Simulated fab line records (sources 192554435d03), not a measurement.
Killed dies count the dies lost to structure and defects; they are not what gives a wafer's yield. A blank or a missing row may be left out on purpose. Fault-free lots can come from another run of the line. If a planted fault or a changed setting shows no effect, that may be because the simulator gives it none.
Matching of chambers ; flow n5Finfet ; N5_ZERO_LAYER_ETCH_18 on rieSi-05: 4 sister chambers
The step etches Si in HBr/Cl2, target depth 120 nm, time 40 s. 8 wafers are shown with their chamber, then 10 later ones without.

== WAFERS PAIRED WITH THEIR CHAMBERS ==
wafer;chamber;drypumpMotorCurrentA (A);throttleValvePct (%)
L082.2;0;6.0;36.32
L082.6;0;6.0;36.34
L083.2;2;6.1;36.32
L085.1;2;6.1;36.32
L085.3;3;6.1;36.12
L085.5;1;6.9;35.99
L087.1;1;6.8;35.98
L087.3;3;6.1;36.10

== WAFERS MISSING THEIR CHAMBER ==
wafer;drypumpMotorCurrentA (A);throttleValvePct (%)
L087.6;6.0;36.33
L092.1;6.1;36.12
L092.2;6.1;36.32
L092.4;6.8;35.97
L093.1;6.1;36.31
L093.3;6.1;36.12
L093.4;6.8;35.98
L096.1;6.1;36.33
L096.4;6.1;36.13
L096.5;6.9;35.98

== WHICH CHAMBER EACH WENT THROUGH ==
wafer;from the rows above;in truth
L087.6;0;0
L092.1;3;3
L092.2;2;2
L092.4;1;1
L093.1;2;2
L093.3;3;3
L093.4;1;1
L096.1;can't be placed: 2 or 0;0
L096.4;3;3
L096.5;1;1
Correctly placed: 9 of 10. These rows do not allow placing 1 (true chamber among the candidates in 1). Placed wrongly: 0.
How it was worked out, from the rows above alone: a wafer's distance from a chamber is the root of the sum, over the readings, of the square of ((its reading less the chamber's mean) divided by the reading's scatter). The wafer belongs to the nearest chamber; if the next one is less than 2 further off, it can't be placed. The mean given for a chamber averages the wafers shown for that chamber. The scatter is the square root of a quotient: the sum, over the shown wafers, of each reading's squared deviation from its chamber's mean, divided by wafers minus chambers.
